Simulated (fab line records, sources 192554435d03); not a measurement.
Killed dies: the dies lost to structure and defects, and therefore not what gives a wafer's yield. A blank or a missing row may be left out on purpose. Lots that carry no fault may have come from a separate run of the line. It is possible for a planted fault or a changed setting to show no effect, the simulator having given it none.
Comparing a struck lot with a sound one / flow n5Finfet / 39 out of 1938 route steps
Sound: wafers L513.2, L513.5, L513.6. Wafers struck: L523.1, L523.5, L523.6. At the end, the cause is stated.
Each step with rows lists, per side, the tool, then ch with its chambers, then its first start. Under that, the readings that differ: sound wafers / struck wafers / difference of the means / sigmas: that difference in standard deviations of wafers without a fault.
alike: words and numbers the same on both sides, and readings whose means are apart by under 2 such deviations; not compared: readings that were withheld, readings missing a value for some wafer, numbers with overlapping values and no deviation given by the record, and bounds like >300 which may hide the same value.
Wherever a step has rows on one side only, a row that says differs or no value, or a row with sigmas, the two part there. Numbers that have no deviation but don't overlap get no sigmas and don't part them. Lack of a reading on every wafer of one side parts them only where that side has two or more wafers.

first, 11 steps without rows for these wafers: N5_STI_FIN_REVEAL_ALD_14 (deposits Si3N4, target thk 3 nm); N5_STI_FIN_REVEAL_FCVD_FILL_01 (material SiO2 flowable, target thk 312 nm, time 512.2 s); N5_STI_FIN_REVEAL_DENSIFY_02 (time 1800 s); N5_STI_FIN_REVEAL_CMP_04 (polishes, stops on Si3N4, t overpolish 4 s, target thk 131.83 nm); N5_STI_FIN_REVEAL_DENSIFY_30; N5_STI_FIN_REVEAL_ETCHBACK_08 (etches SiO2 in C4F6/O2, target depth 30.5 nm, time 10.167 s); N5_STI_FIN_REVEAL_STRIP_24 (strips in N2/H2, time 90 s); N5_STI_FIN_REVEAL_PRECLEAN_25 (cleans in SPM, time 90 s); N5_STI_FIN_REVEAL_PRECLEAN_26 (cleans in SC1, time 45 s); N5_STI_FIN_REVEAL_PRECLEAN_29 (cleans in DHF, time 30 s); N5_STI_FIN_REVEAL_SRD_12 (time 30 s).
N5_STI_FIN_REVEAL_RECESS_09: chemistry HF/NH3, target SiO2, afs cycles 11, target depth 42.5 nm, sublimation time 60 s.
  sound on vaporEtch-01 ch 0,1, day 4 16:17; struck on vaporEtch-01 ch 0,1, day 7 07:00
reading=tempC (C); sound=29.92 30.06 29.91; struck=28.17 28.27 27.98; difference=-1.82; sigmas=-17
  alike: drypumpMotorCurrentA
then, 10 steps without rows for these wafers: N5_STI_FIN_REVEAL_STRIP_16 (strips SiNx in H3PO4, target depth 23.8 nm); N5_STI_FIN_REVEAL_PRECLEAN_17 (cleans in NF3:NH3, afs cycles 1, time 20 s, sublimation time 60 s); N5_STI_FIN_REVEAL_ETCH_34 (etches Si in H2, material Si, target depth 0.97 nm); N5_STI_FIN_REVEAL_OXIDATION_31 (chemistry O2 PLASMA REMOTE, time 20 s); N5_STI_FIN_REVEAL_PRECLEAN_32 (cleans in NF3:NH3, afs cycles 1, time 20 s, sublimation time 60 s); N5_STI_FIN_REVEAL_STRIP_35 (strips Si3N4 in H3PO4, target depth 4 nm, time 39 s); N5_STI_FIN_REVEAL_SRD_21 (time 30 s); N5_STI_FIN_REVEAL_OXIDATION_33 (chemistry O2 PLASMA REMOTE, time 20 s); N5_STI_FIN_REVEAL_CLEAN_19 (cleans in O3/DIW, time 120 s); N5_STI_FIN_REVEAL_SRD_23 (time 30 s).
N5_STI_FIN_REVEAL_FIN_H_MEAS_10:
  sound on ocd-02 at day 4 18:59; struck on ocd-02 at day 7 09:42
reading=trenchDepthNm (nm); sound=51.6 51.8 51.2; struck=54.5 54.6 53.4; difference=+2.6; sigmas=+4
then, 15 steps without rows for these wafers: N5_STI_FIN_REVEAL_PRECLEAN_18 (cleans in SC2, time 45 s); N5_STI_FIN_REVEAL_SRD_28 (time 30 s); N5_DUMMY_GATE_PRECLEAN_00 (cleans in O3/DIW, time 60 s); N5_DUMMY_GATE_SRD_01 (time 30 s); N5_DUMMY_GATE_ALD_02 (deposits SiO2, target thk 2 nm, pulse time 1 s); N5_DUMMY_GATE_CVD_03 (deposits a-Si from SiH4, target thk 150 nm, time 8042 s); N5_DUMMY_GATE_PRECLEAN_46 (cleans in DIW, time 89.5 s); N5_DUMMY_GATE_SRD_47 (dry time 32 s); N5_DUMMY_GATE_CMP_04 (polishes a-Si); N5_DUMMY_GATE_HM_DEP_06 (deposits SiNx from DCS/NH3, target thk 80 nm, time 5141 s); N5_DUMMY_GATE_PECVD_30 (deposits SiO2 from TEOS/O2, target thk 55 nm, time 10.8 s); N5_DUMMY_GATE_COAT_34 (time 60 s, resist thk 60 nm); N5_DUMMY_GATE_COAT_35 (time 60 s, resist thk 10 nm); N5_DUMMY_GATE_COAT_28 (time 60 s, resist thk 10 nm); N5_DUMMY_GATE_COAT_09 (resist thk 30 nm).
-- a jump in the record: the struck wafers' starts before and after are 6 days apart (it breaks off in module DUMMY_GATE and resumes in module BEOL_M4, where the first step shown is number 1111 of the route) --
N5_BEOL_M4_RC_MEAS_101:
  sound on prober-01 ch 0, day 11 01:07; struck on prober-02 ch 0, day 13 00:03
reading=ION_N (uA/um); sound=644 667 651; struck=704 689 678; difference=+36; sigmas=+3
reading=ION_P (uA/um); sound=448 461 454; struck=491 488 469; difference=+28; sigmas=+4
  alike: DIBL_N, DIBL_P, IOFF_N, IOFF_P, SS_N, SS_P, VT_N, VT_P

== WHERE THEY PART ==
At N5_STI_FIN_REVEAL_RECESS_09 first; at N5_BEOL_M4_RC_MEAS_101 last (within this record only).

WHY: what had been put in by the simulator
Process parameters drifting: vaporEtch-01 at N5_STI_FIN_REVEAL_RECESS_09, beginning at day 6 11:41. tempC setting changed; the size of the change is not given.
